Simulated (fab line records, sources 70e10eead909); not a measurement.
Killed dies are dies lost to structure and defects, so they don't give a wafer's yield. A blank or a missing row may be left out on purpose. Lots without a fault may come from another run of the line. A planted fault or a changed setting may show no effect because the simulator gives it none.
fab line records | flow nand_harc
record lots=15 wafers=45 last_day=34
route steps=1302 shown P_BONDPAD@365 A_ZERO_WELL@400
lots that met no fault: from a run of the same line without faults
start_h: hours from the record's first day to the start of the lot's first wafer shown | wait_h: hours since the lot's step before | " the same as in the row above | L1.1+2: a row that stands for several wafers | - no value, or no start given | * or withheld: withheld | < > ~ a bound
route shown NAME@n: a module of which the file shows steps, and the number in the route of the first | usual: mean/standard deviation of fault-free wafers | same: alike in all rows | chamber/n: place in a boat | sites: the reading at each site | _std_site: their standard deviation | _edge_site: outer sites' mean less inner sites' | radius_mm: how far each site lies from the wafer's centre | mask NAME#n: copy n | behind: the tool/chamber that last shaped the wafer | hold: why the lot was held/for how many hours/how that ended | device: the transistor (n, p or np) that didn't switch | end of line: the same wafers' tests at the end of the route | a step without rows: its recipe alone | killed: dies lost to structure and defects at the first sort, not the wafer's yield | map: a wafer's dies, x killed, . not, _ none there
set.NAME: the setting as run; set.NAME@STEP: as run at that earlier step | model.NAME: the simulator's own value behind a step, which no gauge read
steps of the route over a sample of lots; a table a step, a row a wafer
services: from which hour (start_h, from the record's first day; less than 0 if before it) a tool's chamber was out of use, for how many hours, and why
## steps
# step NHARC_P_BONDPAD_OVL_MEAS_38
# usual overlay_x_nm=1/4.5 overlay_y_nm=-2/6.3
# columns lot.wafer tool chamber start_h wait_h overlay_x_nm overlay_y_nm
L836.4 overlay-02 - 144.82 - 4 3
L836.5 " - " " 3 3
L836.6 " - " " 4 3
L837.3 overlay-01 - 154.24 - 3 5
L837.4 " - " " 2 4
L837.5 " - " " 3 5
L840.2 overlay-01 - 180.23 - 4 -9
L840.4 " - " " 4 -9
L840.6 " - " " 4 -9
L839.3 overlay-01 - 181.01 - 7 3
L839.5 " - " " 7 3
L839.6 " - " " 7 2
L841.4 overlay-02 - 202.91 - 5 -9
L841.5 " - " " 5 -9
L841.6 " - " " 5 -9
L842.1 overlay-01 - 209.95 - -1 -4
L842.2 " - " " -1 -4
L842.4 " - " " -1 -4
L848.1 overlay-02 - 266.32 - 3 -5
L848.2 " - " " 4 -5
L848.4 " - " " 3 -5
L849.2 overlay-02 - 276.93 - -3 -3
L849.5 " - " " -3 -4
L849.6 " - " " -3 -4
L850.1 overlay-02 - 279.08 - 3 3
L850.2 " - " " 4 4
L850.4 " - " " 4 3
L851.3 overlay-02 - 292.94 - 6 8
L851.5 " - " " 6 8
L851.6 " - " " 6 8
L852.1 overlay-02 - 305.50 - 5 7
L852.2 " - " " 5 7
L852.4 " - " " 6 7
L853.1 overlay-02 - 320.86 - -4 -7
L853.2 " - " " -3 -7
L853.3 " - " " -3 -7
L857.1 overlay-02 - 347.87 - -6 4
L857.2 " - " " -7 4
L857.6 " - " " -6 4
L856.1 overlay-02 - 349.12 - 1 -7
L856.2 " - " " 1 -6
L856.6 " - " " 2 -7
L858.3 overlay-01 - 360.82 - -2 -7
L858.4 " - " " -3 -7
L858.5 " - " " -2 -7
# step NHARC_P_BONDPAD_ETCH_12
# recipe target_depth_a=2000 time_s=100 chf3_flow_sccm=50 o2_flow_sccm=10 ar_flow_sccm=200 rf_w=500 bias_w=200 chemistry=CHF3/O2
# usual drypump_motor_current_A=5.8/0.45 oes_product_au=0.939/0.021 rf_fwd_power_W=496.7/1.8 rf_vpp_V=369.6/1.9 showerhead_plenum_p_Torr=2.35/0.082 throttle_valve_pct=20.573/0.0089
# columns lot.wafer tool chamber start_h wait_h drypump_motor_current_A oes_product_au rf_fwd_power_W rf_hours_counter_h rf_vpp_V showerhead_plenum_p_Torr throttle_valve_pct
L836.4 rie_diel-02 2 - - 6.3 0.923 497.5 3.3 368.2 2.25 20.569
L836.6 " 2 " " 6.3 0.924 495.9 - 365.2 2.25 20.573
L836.5 " 3 " " 5.3 0.924 496.7 - 369.4 2.38 20.583
L837.4 rie_diel-02 2 - - 6.3 0.930 495.9 3.6 368.7 2.25 20.572
L837.3 " 3 " " 5.3 0.931 498.2 3.9 368.9 2.38 20.583
L837.5 " 1 " " 5.7 0.928 497.3 - 367.8 2.29 20.576
L840.2 rie_diel-09 1 - - 6.1 0.926 497.0 1.4 370.5 2.43 20.571
L840.6 " 2 " " 6.4 0.934 492.7 - 371.9 2.43 20.581
L840.4 " 3 " " 5.4 0.932 496.9 - 371.3 2.39 20.560
L839.3 rie_diel-09 3 - - 5.4 0.942 496.2 1.1 371.1 2.39 20.561
L839.5 " 1 " " 6.1 0.927 493.2 - 369.5 2.43 20.566
L839.6 " 2 " " 6.4 0.922 494.5 - 371.9 2.42 20.576
L841.4 rie_diel-09 2 - - 6.4 0.929 494.4 2.2 371.9 2.42 20.585
L841.6 " 2 " " 6.5 0.942 496.9 - 370.0 2.42 20.566
L841.5 " 3 " " 5.4 0.938 494.7 - 370.5 2.39 20.574
L842.2 rie_diel-09 3 - - 5.4 0.932 494.9 2.5 370.1 2.39 20.573
L842.1 " 0 " " 6.5 0.975 498.0 1.6 368.4 2.34 20.574
L842.4 " 2 " " 6.4 0.938 496.1 2.5 370.9 2.42 20.572
L848.2 rie_diel-11 1 - - 4.8 0.958 495.3 0.0 373.4 2.54 20.590
L848.4 " 2 " " 5.4 0.963 494.7 0.0 368.8 2.32 20.584
L848.1 " 3 " " 5.7 0.979 496.8 0.0 367.5 2.27 20.567
L849.2 rie_diel-02 2 - - 6.3 0.941 497.6 2.0 367.5 2.25 20.563
L849.6 " 0 " " 5.6 0.927 497.7 - 368.9 2.30 20.584
L849.5 " 1 " " 5.7 0.927 496.3 - 368.0 2.29 20.580
L850.1 rie_diel-09 2 - - 6.4 0.910 496.6 6.9 369.9 2.42 20.567
L850.4 " 3 " " 5.4 0.928 496.2 6.9 369.5 2.38 20.570
L850.2 " 0 " " 6.5 0.934 501.1 5.6 369.7 2.33 20.555
L851.3 rie_diel-02 2 - - 6.3 0.971 495.1 2.5 367.2 2.25 20.569
L851.6 " 2 " " 6.3 0.976 498.2 - 367.2 2.25 20.570
L851.5 " 3 " " 5.3 0.969 498.3 - 371.5 2.37 20.586
L852.1 rie_diel-02 3 - - 5.3 0.916 496.6 3.1 369.0 2.37 20.580
L852.4 " 0 " " 5.6 0.917 495.3 3.0 368.2 2.30 20.548
L852.2 " 1 " " 5.7 0.928 495.7 2.8 369.1 2.29 20.586
L853.3 rie_diel-02 1 - - 5.7 0.970 497.3 3.6 368.6 2.29 20.570
L853.1 " 2 " " 6.3 0.975 498.5 3.6 366.1 2.25 20.577
L853.2 " 3 " " 5.3 0.941 497.2 3.9 369.9 2.37 20.570
L857.1 rie_diel-09 3 - - 5.4 0.970 492.0 1.3 369.4 2.38 20.564
L857.2 " 1 " " 6.1 0.969 497.7 1.0 371.4 2.43 20.575
L857.6 " 0 " " 6.5 0.962 496.7 - 368.7 2.33 20.563
L856.1 rie_diel-02 1 - - 5.7 0.909 496.9 4.9 367.8 2.29 20.572
L856.2 " 3 " " 5.3 0.920 495.2 5.0 369.1 2.37 20.576
L856.6 " 0 " " 5.6 0.919 498.8 - 368.6 2.29 20.579
L858.4 rie_diel-11 0 - - 5.7 0.909 493.2 4.2 371.6 2.55 20.574
L858.3 " 2 " " 5.5 0.920 500.7 4.3 369.2 2.31 20.569
L858.5 " 1 " " 4.8 0.925 495.8 - 373.0 2.54 20.572
# step NHARC_A_ZERO_WELL_DEVELOP_09
# recipe time_s=50 dev_temp_c=22
# usual chill_plate_temp_C=22.99/0.1 developer_temp_C=21.99/0.12
# columns lot.wafer tool chamber start_h wait_h chill_plate_temp_C developer_temp_C
L836.4 litho_track-05 0 148 - 23.08 21.98
L836.5 " 0 " " 23.10 22.05
L836.6 " 0 " " 23.02 21.99
L837.3 litho_track-07 0 158 - 23.01 22.02
L837.4 " 0 " " 22.94 22.11
L837.5 " 0 " " 22.92 21.94
L840.2 litho_track-05 - 184 - - -
L840.4 " - " " - -
L840.6 " - " " - -
L839.3 litho_track-02 - 184 - - -
L839.5 " - " " - -
L839.6 " - " " - -
L841.4 litho_track-02 - 206 - - -
L841.5 " - " " - -
L841.6 " - " " - -
L842.1 litho_track-02 0 213 - 23.05 21.89
L842.2 " 0 " " 22.97 21.87
L842.4 " 0 " " 22.93 21.88
L848.1 litho_track-05 0 270 - 22.91 22.00
L848.2 " 0 " " 23.03 22.09
L848.4 " 0 " " 23.02 21.99
L849.2 litho_track-05 0 280 - 23.05 21.82
L849.5 " 0 " " 23.00 21.77
L849.6 " 0 " " 23.10 21.75
L850.1 litho_track-05 0 283 - 23.12 21.99
L850.2 " 0 " " 22.97 21.91
L850.4 " 0 " " 22.98 22.19
L851.3 litho_track-05 0 296 - 22.98 22.05
L851.5 " 0 " " 23.01 22.11
L851.6 " 0 " " 23.23 21.86
L852.1 litho_track-05 0 309 - 22.81 22.22
L852.2 " 0 " " 22.96 22.10
L852.4 " 0 " " 22.88 22.07
L853.1 litho_track-05 0 324 - 22.85 22.01
L853.2 " 0 " " 22.97 21.84
L853.3 " 0 " " 22.89 21.78
L857.1 litho_track-07 0 351 - 22.86 22.11
L857.2 " 0 " " 22.94 22.06
L857.6 " 0 " " 22.72 22.22
L856.1 litho_track-05 0 353 - 23.03 21.95
L856.2 " 0 " " 22.97 22.06
L856.6 " 0 " " 23.01 22.03
L858.3 litho_track-07 0 364 - 23.13 21.95
L858.4 " 0 " " 22.93 21.97
L858.5 " 0 " " 22.94 21.92
## services
# columns tool chamber start_h hours kind
rie_diel-02 0 122.20 - clean
rie_diel-02 1 122.20 - clean
rie_diel-02 2 122.20 - clean
rie_diel-02 3 122.20 - clean
litho_track-05 - 124.00 7.0 pm
rie_diel-11 1 126.48 5.3 repair
rie_diel-02 - 132.26 4.9 repair
rie_diel-09 2 134.31 1.2 repair
rie_diel-09 - 143.10 9.0 pm
rie_diel-02 0 146.70 - clean
rie_diel-02 1 146.70 - clean
rie_diel-02 0 171.23 6.1 repair
rie_diel-09 0 176.02 18.0 repair
rie_diel-11 - 198.90 0.4 repair
rie_diel-11 3 204.85 2.6 repair
rie_diel-02 - 216.70 9.0 pm
litho_track-02 - 227.00 7.0 pm
litho_track-07 - 251.00 7.0 pm
rie_diel-11 - 255.50 9.0 pm
litho_track-05 - 299.00 7.0 pm
rie_diel-09 3 302.88 4.0 repair
rie_diel-11 - 308.19 0.2 repair
rie_diel-09 - 320.10 9.0 pm
rie_diel-11 1 327.54 19.9 repair
## key
first_sign step=NHARC_A_ZERO_WELL_DEVELOP_09 reading=tool_record direction=missing
effect none on later readings
met_at NHARC_A_ZERO_WELL_DEVELOP_09
struck_lots L839,L840,L841
later_rows_left_out L839.3,L839.5,L839.6,L840.2,L840.4,L840.6,L841.4,L841.5,L841.6
sort_left_out L839.3,L839.5,L839.6,L840.2,L840.4,L840.6,L841.4,L841.5,L841.6
tester_left_out L839,L840,L841
not_acting_at NHARC_P_BONDPAD_OVL_MEAS_38,NHARC_P_BONDPAD_ETCH_12
onset_between 148 184
fault kind=skipped_step_whole tool=litho_track-02,litho_track-05 chamber=- onset_h=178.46 steps=NHARC_A_ZERO_WELL_DEVELOP_09 scope=struck_lots_only
# tester_left_out: of these lots the tester's yield and bins aren't shown, on N5 and GAA mostly nor the transistor test; their killed dies are dies lost to structure and defects alone, not to doping, threshold or leakage, so they don't give the yield
# sort_left_out: the simulated sort isn't trusted on such a fault, so these wafers' sort isn't shown, and their yield isn't known
# later_rows_left_out: the simulator's readings of these wafers behind a module that went badly wrong aren't trusted and aren't shown, but for the sort
